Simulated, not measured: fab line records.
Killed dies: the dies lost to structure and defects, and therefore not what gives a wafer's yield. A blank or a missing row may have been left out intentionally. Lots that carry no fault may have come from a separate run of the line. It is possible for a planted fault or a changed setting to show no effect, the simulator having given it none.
One fault through the eyes of 3 desks / flow n5 finfet / every desk sees just its own numbers, and what lay behind them comes last

## THE DEFECT DESK
What the inspections along the route counted, lot by lot: means of the sampled wafers that have a number. If a lot's mean is further than 4 standard deviations from the usual mean, the lot is out of limits and carries the mark OUT (the distance appears in the brackets).
Columns: A = raw defect count at N5_BEOL_M1_INSPECT_59, usual 75
lot=L529; first seen here=day 7 00:53; A=82
lot=L530; first seen here=day 7 13:53; A=78
lot=L533; first seen here=day 7 16:12; A=109
lot=L535; first seen here=day 8 01:07; A=87
lot=L534; first seen here=day 8 10:16; A=80
lot=L537; first seen here=day 8 18:15; A=67
lot=L538; first seen here=day 9 03:28; A=36
lot=L540; first seen here=day 9 14:54; A=67
lot=L542; first seen here=day 9 21:48; A=92
lot=L541; first seen here=day 10 03:31; A=63
lot=L543; first seen here=day 10 05:06; A=78
lot=L549; first seen here=day 11 14:32; A=47
lot=L550; first seen here=day 12 03:05; A=89
lot=L551; first seen here=day 12 06:31; A=82
Result from this desk: across the 14 lots, nothing is out of limits.

## AT THE TOOL OWNER'S DESK: pecvd-02
The tool's own readings at N5_BEOL_M2_ILD_DEP_00 (deposits SiOC from DEMS/O2, target thk 79 nm, time 15.3 s): means of the sampled wafers that have a number, for each lot that ran on this tool. If a lot's mean is further than 4 standard deviations from the usual mean, the lot is out of limits and carries the mark OUT (the distance appears in the brackets).
Columns: A = heater power w at N5_BEOL_M2_ILD_DEP_00, usual 443 W; B = showerhead plenum p Torr at N5_BEOL_M2_ILD_DEP_00, usual 5.694 Torr; C = throttle valve pct at N5_BEOL_M2_ILD_DEP_00, usual 12.0 %
lot=L529; first seen here=day 7 00:56; A=388; B=5.717; C=12.7
lot=L537; first seen here=day 8 18:17; A=464; B=5.704; C=11.9
lot=L538; first seen here=day 9 03:31; A=398; B=5.711; C=12.8
lot=L540; first seen here=day 9 14:56; A=480; B=5.684; C=11.1
lot=L542; first seen here=day 9 21:51; A=420; B=5.697; C=11.9
Result from this desk: across the 5 lots, nothing is out of limits.

## THE METROLOGY DESK
Means of the sampled wafers that have a number, per lot and without regard to the tool the lot ran on: this is what the gauges read. If a lot's mean is further than 4 standard deviations from the usual mean, the lot is out of limits and carries the mark OUT (the distance appears in the brackets). It has 12 readings, of which 7 appear: the earliest out of limits, and the ones furthest out on some lot.
Columns: A = M1_THK at N5_BEOL_M1_THK_MEAS_53, usual 40.7 nm; B = M2_ILD_THK at N5_BEOL_M2_THK_MEAS_01, usual 79.1 nm; C = DIBL_P at N5_BEOL_M4_RC_MEAS_101, usual 37.4 mV/V; D = IOFF_P at N5_BEOL_M4_RC_MEAS_101, usual 0.25 nA/um; E = ION_P at N5_BEOL_M4_RC_MEAS_101, usual 468 uA/um; F = SS_N at N5_BEOL_M4_RC_MEAS_101, usual 71.8 mV/dec; G = VT_P at N5_BEOL_M4_RC_MEAS_101, usual -248 mV
lot=L529; first seen here=day 7 00:34; A=42.4; B=79.3; C=37.0; D=0.26; E=477; F=71.8; G=-246
lot=L530; first seen here=day 7 13:36; A=41.6; B=79.5; C=34.1; D=0.21; E=463; F=71.0; G=-248
lot=L533; first seen here=day 7 15:55; A=40.0; B=79.5; C=40.3; D=0.26; E=469; F=72.1; G=-249
lot=L535; first seen here=day 8 00:49; A=38.1; B=78.1; C=36.9; D=0.25; E=472; F=71.6; G=-247
lot=L534; first seen here=day 8 09:58; A=40.4; B=79.0; C=33.6; D=0.21; E=464; F=70.8; G=-250
lot=L537; first seen here=day 8 17:58; A=41.3; B=80.6; C=40.5; D=0.29; E=469; F=72.1; G=-247
lot=L538; first seen here=day 9 03:07; A=40.3; B=81.4; C=36.7; D=0.22; E=465; F=71.9; G=-250
lot=L540; first seen here=day 9 14:37; A=39.6; B=67.2 (-9.1) OUT; C=41.7; D=0.33; E=486; F=72.0; G=-242
lot=L542; first seen here=day 9 21:29; A=41.9; B=68.1 (-8.5) OUT; C=38.9; D=0.26; E=463; F=72.2; G=-251
lot=L541; first seen here=day 10 03:13; A=41.1; B=78.1; C=37.1; D=0.24; E=472; F=71.4; G=-247
lot=L543; first seen here=day 10 04:46; A=39.9; B=78.8; C=36.6; D=0.25; E=470; F=71.4; G=-247
lot=L549; first seen here=day 11 14:14; A=39.8; B=79.5; C=39.5; D=0.26; E=464; F=72.6; G=-250
lot=L550; first seen here=day 12 02:48; A=42.6; B=79.0; C=37.8; D=0.24; E=462; F=72.2; G=-250
lot=L551; first seen here=day 12 06:13; A=41.5; B=78.7; C=35.3; D=0.26; E=472; F=71.3; G=-245
This desk finds L540, L542 out of limits, with the earliest case on L540 at day 9 15:00 (M2_ILD_THK at N5_BEOL_M2_THK_MEAS_01). In limits: L529, L530, L533, L535, L534, L537, L538, L541, L543, L549, L550, L551.

## PUT TOGETHER
At day 9 15:00 the metrology desk could have sounded an alarm, on L540, L542.
Nothing out of limits was seen by the defect desk.
Nothing out of limits was seen by the tool owner's desk.
The defect desk has L540, L542 on record, within its limits.
On record at the tool owner's desk: L540, L542, within its limits.
N5_BEOL_M2_ILD_DEP_00 was run on pecvd-02 by each of the lots named.

## WHAT THE SIMULATOR PUT IN
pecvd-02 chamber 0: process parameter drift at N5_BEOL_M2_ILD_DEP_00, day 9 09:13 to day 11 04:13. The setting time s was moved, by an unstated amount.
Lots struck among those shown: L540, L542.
Time in hours between the start of the fault and the first out-of-limits reading at each desk: metrology desk, 6.
